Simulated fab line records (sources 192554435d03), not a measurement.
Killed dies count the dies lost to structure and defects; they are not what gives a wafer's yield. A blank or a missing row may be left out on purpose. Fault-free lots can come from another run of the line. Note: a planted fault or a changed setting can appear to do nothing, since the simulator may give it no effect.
Split-lot experiment | flow n5 finfet | 21 wafers read across 7 lots, on a route 1938 steps long

## ON THE SPLIT
At N5_BEOL_M10_COAT_05 (resist thk 90 nm), the setting spin rpm was moved away from the recipe's 1500 rpm on 6 of the 21 wafers read, by -11.0% to +8.7%. The other wafers ran this setting at the recipe's value.

## FROM THE SPLIT TO THE READING: what the file shows between them, 2 steps
- N5_BEOL_M10_EBR_07
- N5_BEOL_M10_SOFTBAKE_06: time 60 s

## THE READING
CAR-ArF_of_BEOL_M10_COAT_05.thk nm (the simulator's own value, which no gauge read), in nm, at N5_BEOL_M10_DESCUM_16 (chemistry O2, time 7.9 s). The file does not state a usual value for it. Across the 15 wafers here that went through the recipe, the average is 83.5 nm and the standard deviation 0.19 nm.

wafer  | tool, chamber at the split | spin rpm as run, rpm | against the recipe | CAR-ArF_of_BEOL_M10_COAT_05.thk nm, nm | against lot-mates on the recipe
L077.3 | litho track-04, 0          | 1500                 | recipe             | 83.6                                   | -
L077.5 | litho track-04, 0          | 1630                 | +8.7%              | 80                                     | -3.7
L077.6 | litho track-04, 0          | 1500                 | recipe             | 83.8                                   | -
L081.3 | litho track-01, 0          | 1500                 | recipe             | 83.4                                   | -
L081.5 | litho track-01, 0          | 1500                 | recipe             | 83.4                                   | -
L081.4 | litho track-01, 0          | 1500                 | recipe             | 83.6                                   | -
L084.1 | litho track-04, 0          | 1500                 | recipe             | 83.6                                   | -
L084.2 | litho track-04, 0          | 1500                 | recipe             | 83.2                                   | -
L084.3 | litho track-04, 0          | 1500                 | recipe             | 83.8                                   | -
L085.2 | litho track-04, 0          | 1500                 | recipe             | 83.6                                   | -
L085.5 | litho track-04, 0          | 1500                 | recipe             | 83.6                                   | -
L085.3 | litho track-04, 0          | 1500                 | recipe             | 83.8                                   | -
L091.1 | litho track-01, 0          | 1500                 | recipe             | 83.4                                   | -
L091.4 | litho track-01, 0          | 1500                 | recipe             | 83.4                                   | -
L091.6 | litho track-01, 0          | 1589                 | +5.9%              | 80.8                                   | -2.6
L089.1 | litho track-01, 0          | 1500                 | recipe             | 83.4                                   | -
L089.4 | litho track-01, 0          | 1364                 | -9.1%              | 87.8                                   | +4.4
L089.5 | litho track-01, 0          | 1364                 | -9.1%              | 88                                     | +4.6
L094.2 | litho track-04, 0          | 1335                 | -11.0%             | 88.8                                   | +5.6
L094.4 | litho track-04, 0          | 1335                 | -11.0%             | 88.6                                   | +5.4
L094.6 | litho track-04, 0          | 1500                 | recipe             | 83.2                                   | -

THE FIT
A straight line over all 21 wafers: CAR-ArF_of_BEOL_M10_COAT_05.thk nm changes by -0.462 nm for each +1% of spin rpm; r = -1.00; the points scatter about the line by 0.21 nm.
The same after taking each lot's own level away (the mean of its wafers on the recipe; 21 wafers): -0.481 nm for each +1%; r = -1.00; scatter 0.18 nm.
According to that fit, moving spin rpm by its largest amount changes the reading by 5.3 nm.
Measured against the standard deviation above, the lots' own levels, which go from 83.20 to 83.70 nm, span 2.6 times it.
Consequently the slope shifts little with the lot-to-lot level, the two slopes agreeing.
Check: for one of the wafers moved furthest among these (-11.0%), held out of the fit, the line's prediction against its lot-mates is +5.28 nm. It came out at +5.6 nm against them.

## THESE WAFERS: OTHER SPLITS
Note: prior to the reading, these wafers also went through further splits. Each is held against what the fit with the lots' levels taken away leaves over:
other split on the same wafers | wafers away from the commonest value | r with CAR-ArF_of_BEOL_M10_COAT_05.thk nm (lot level and that fit taken away)
N5_BEOL_M9_EXPOSE_08 dose mj   | 5                                    | -0.35

## THE WHOLE CHAIN: every reading that the file lists as answering this split, in the file's order
step                  | what it does             | reading                                                                             | change (the file's fit)               | r (the file's)
N5_BEOL_M10_COAT_05   | resist thk 90 nm         | CAR-ArF_of_BEOL_M10_COAT_05.thk nm (the simulator's own value, which no gauge read) | -0.476 nm for each +1% of the setting | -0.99
N5_BEOL_M10_DESCUM_16 | chemistry O2, time 7.9 s | CAR-ArF_of_BEOL_M10_COAT_05.thk nm (the simulator's own value, which no gauge read) | -0.475 nm for each +1% of the setting | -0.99

## THE FILE'S OWN FIT
CAR-ArF_of_BEOL_M10_COAT_05.thk nm changes by -0.475 nm for each +1% of spin rpm, r = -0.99.
